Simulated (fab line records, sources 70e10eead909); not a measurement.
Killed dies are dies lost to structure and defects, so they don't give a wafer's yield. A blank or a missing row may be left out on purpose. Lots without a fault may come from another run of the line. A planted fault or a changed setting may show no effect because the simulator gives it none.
Which tool did it? | flow nand_harc | 8 lots, 24 wafers sampled, at 2 steps of a route of 1302

WHAT THE GAUGES READ, wafer by wafer
NHARC_A_CHANNEL_HOLE_D1_CD_MEAS_10: target cd 100 nm.
lot  | measured     | on        | cd_nm (nm)
L171 | day 8 17:43  | cd_sem-02 | 99.8 99.4 99.0
L173 | day 9 16:52  | cd_sem-01 | 100.1 100.4 100.0
L174 | day 10 00:44 | cd_sem-01 | 99.4 100.0 99.2
L176 | day 10 19:12 | cd_sem-01 | 100.5 99.4 99.4
L188 | day 15 22:23 | cd_sem-02 | 110.8 100.5 100.9
L190 | day 16 20:40 | cd_sem-01 | 99.9 100.0 100.3
L191 | day 17 07:57 | cd_sem-03 | 100.0 100.3 99.8
L193 | day 17 23:09 | cd_sem-01 | 99.6 100.2 100.7

WHICH TOOL RAN EACH LOT (tool, then ch and the chambers of the sampled wafers, then the start)
lot  | NHARC_A_CHANNEL_HOLE_D1_PEB_08
L171 | litho_track-01 ch 0, day 8 17:38
L173 | litho_track-01 ch 0, day 9 16:46
L174 | litho_track-01 ch 0, day 10 00:39
L176 | litho_track-01 ch 0, day 10 19:07
L188 | litho_track-01 ch 0, day 15 22:19
L190 | litho_track-06 ch 0, day 16 20:35
L191 | litho_track-06 ch 0, day 17 07:52
L193 | litho_track-04 ch 0, day 17 23:04
- NHARC_A_CHANNEL_HOLE_D1_PEB_08: peb time 65 s.

THE ANSWER, worked out from the rows above alone
Rule: what is usual is taken from the lots themselves. Put in order of their means at a reading, lots are off if they are a third of the lots or fewer, leave a main group of 4 or more, and stand apart from it by a gap of 3 or more times the standard deviation of the main group's means; of several such gaps the widest counts. A main group whose means are all the same, to the digits that the tables above print for the reading, isn't used. A lot without any number at a reading at which 4 lots or more have one is off too. The other lots that the step has rows for count as sound.
Off: L188, at NHARC_A_CHANNEL_HOLE_D1_CD_MEAS_10 (cd_nm). The main group: mean 99.9 nm, standard deviation 0.29.
A tool fits if, at a process step before that reading, it ran every lot that is off, and no sound lot after the first of them. The gauges at NHARC_A_CHANNEL_HOLE_D1_CD_MEAS_10 are tried like those tools. Can't be told from this: 2 tools fit, litho_track-01 at NHARC_A_CHANNEL_HOLE_D1_PEB_08, cd_sem-02 at NHARC_A_CHANNEL_HOLE_D1_CD_MEAS_10.

WHAT THE SIMULATOR HAD PUT IN
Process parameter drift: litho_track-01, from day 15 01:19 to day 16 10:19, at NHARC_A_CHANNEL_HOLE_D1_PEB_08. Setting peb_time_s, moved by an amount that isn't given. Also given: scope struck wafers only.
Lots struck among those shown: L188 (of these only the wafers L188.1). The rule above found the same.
